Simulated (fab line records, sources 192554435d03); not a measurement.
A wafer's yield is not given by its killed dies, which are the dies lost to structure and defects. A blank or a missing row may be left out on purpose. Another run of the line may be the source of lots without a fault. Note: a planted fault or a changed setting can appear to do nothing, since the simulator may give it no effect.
Matching of chambers | flow n5-finfet | rie-diel-04 running N5_BEOL_M7_ETCH_61: 4 sister chambers
The step etches SiARC in CF4, target depth 45.5 nm, time 75.8 s. 33 wafers are shown with their chamber, then 12 later ones without.

== WAFERS WITH THEIR CHAMBER ==
wafer  | chamber | showerhead-plenum-p-Torr (Torr) | drypump-motor-current-A (A) | oes-product-au (a.u.)
L075.2 | 0       | 2.18                            | 5.3                         | 0.79
L075.5 | 1       | 2.14                            | 5.7                         | 0.67
L075.6 | 2       | 2.00                            | 4.7                         | 0.59
L077.1 | 2       | 2.00                            | 4.7                         | 0.58
L077.3 | 1       | 2.14                            | 5.6                         | 0.66
L077.6 | 2       | 2.00                            | 4.7                         | 0.59
L078.4 | 1       | 2.14                            | 5.7                         | 0.67
L078.5 | 0       | 2.18                            | 5.3                         | 0.77
L078.6 | 3       | 2.12                            | 6.4                         | 0.64
L080.3 | 2       | 2.00                            | 4.8                         | 0.60
L080.4 | 3       | 2.12                            | 6.4                         | 0.63
L080.5 | 1       | 2.14                            | 5.6                         | 0.66
L081.2 | 2       | 2.00                            | 4.8                         | 0.58
L081.3 | 3       | 2.12                            | 6.4                         | 0.63
L081.5 | 3       | 2.12                            | 6.4                         | 0.63
L083.3 | 3       | 2.12                            | 6.4                         | 0.63
L083.4 | 2       | 2.00                            | 4.8                         | 0.58
L083.5 | 2       | 2.00                            | 4.7                         | 0.58
L082.2 | 0       | 2.17                            | 5.3                         | 0.75
L082.3 | 2       | 2.00                            | 4.7                         | 0.58
L082.6 | 0       | 2.17                            | 5.3                         | 0.75
L084.1 | 0       | 2.17                            | 5.3                         | 0.74
L084.4 | 3       | 2.12                            | 6.5                         | 0.62
L084.6 | 3       | 2.12                            | 6.4                         | 0.63
L086.1 | 0       | 2.17                            | 5.3                         | 0.74
L086.2 | 3       | 2.12                            | 6.4                         | 0.62
L086.3 | 1       | 2.13                            | 5.7                         | 0.64
L087.1 | 1       | 2.13                            | 5.6                         | 0.65
L087.2 | 0       | 2.17                            | 5.2                         | 0.74
L087.4 | 2       | 1.99                            | 4.7                         | 0.57
L085.1 | 3       | 2.12                            | 6.4                         | 0.63
L085.4 | 0       | 2.17                            | 5.3                         | 0.74
L085.6 | 0       | 2.17                            | 5.3                         | 0.75

SIGNATURES (averages over the wafers above)
reading                  | chamber 0 | chamber 1 | chamber 2 | chamber 3 | scatter within a chamber
showerhead-plenum-p-Torr | 2.1722    | 2.1367    | 1.9989    | 2.1200    | 0.00361
drypump-motor-current-A  | 5.289     | 5.650     | 4.733     | 6.411     | 0.0427
oes-product-au           | 0.7522    | 0.6583    | 0.5833    | 0.6289    | 0.0116
Rule: a wafer lies at a distance from a chamber equal to the root of the sum of squares, over the readings, of (its reading less the chamber's mean, divided by the reading's scatter). The wafer belongs to the nearest chamber; if the next one is less than 2 further off, it can't be placed. How the scatter is found: for the shown wafers, subtract from each reading the mean of its chamber, square and add these, divide the total by (wafers less chambers), then take the root.

== WAFERS WITHOUT THEIR CHAMBER ==
wafer  | showerhead-plenum-p-Torr (Torr) | drypump-motor-current-A (A) | oes-product-au (a.u.)
L089.2 | 2.11                            | 6.4                         | 0.62
L089.3 | 2.13                            | 5.6                         | 0.64
L089.6 | 2.13                            | 5.6                         | 0.64
L094.2 | 2.16                            | 5.3                         | 0.73
L094.3 | 2.24                            | 4.7                         | 0.82
L094.5 | 2.16                            | 5.3                         | 0.72
L095.1 | 2.24                            | 4.8                         | 0.82
L095.2 | 2.16                            | 5.3                         | 0.72
L095.4 | 2.13                            | 5.7                         | 0.64
L097.1 | 2.12                            | 5.7                         | 0.63
L097.4 | 2.16                            | 5.2                         | 0.72
L097.5 | 2.24                            | 4.8                         | 0.80

== THE CHAMBER EACH PASSED THROUGH ==
wafer  | from the rows above | in truth
L089.2 | 3                   | 3
L089.3 | 1                   | 1
L089.6 | 1                   | 1
L094.2 | 0                   | 0
L094.3 | 0                   | 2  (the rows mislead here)
L094.5 | 0                   | 0
L095.1 | 0                   | 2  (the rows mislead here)
L095.2 | 0                   | 0
L095.4 | 1                   | 1
L097.1 | 1                   | 1
L097.4 | 0                   | 0
L097.5 | 0                   | 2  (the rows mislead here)
Correct placement for 9 of the 12. Can't be placed from these rows: 0. Number placed wrongly: 3.
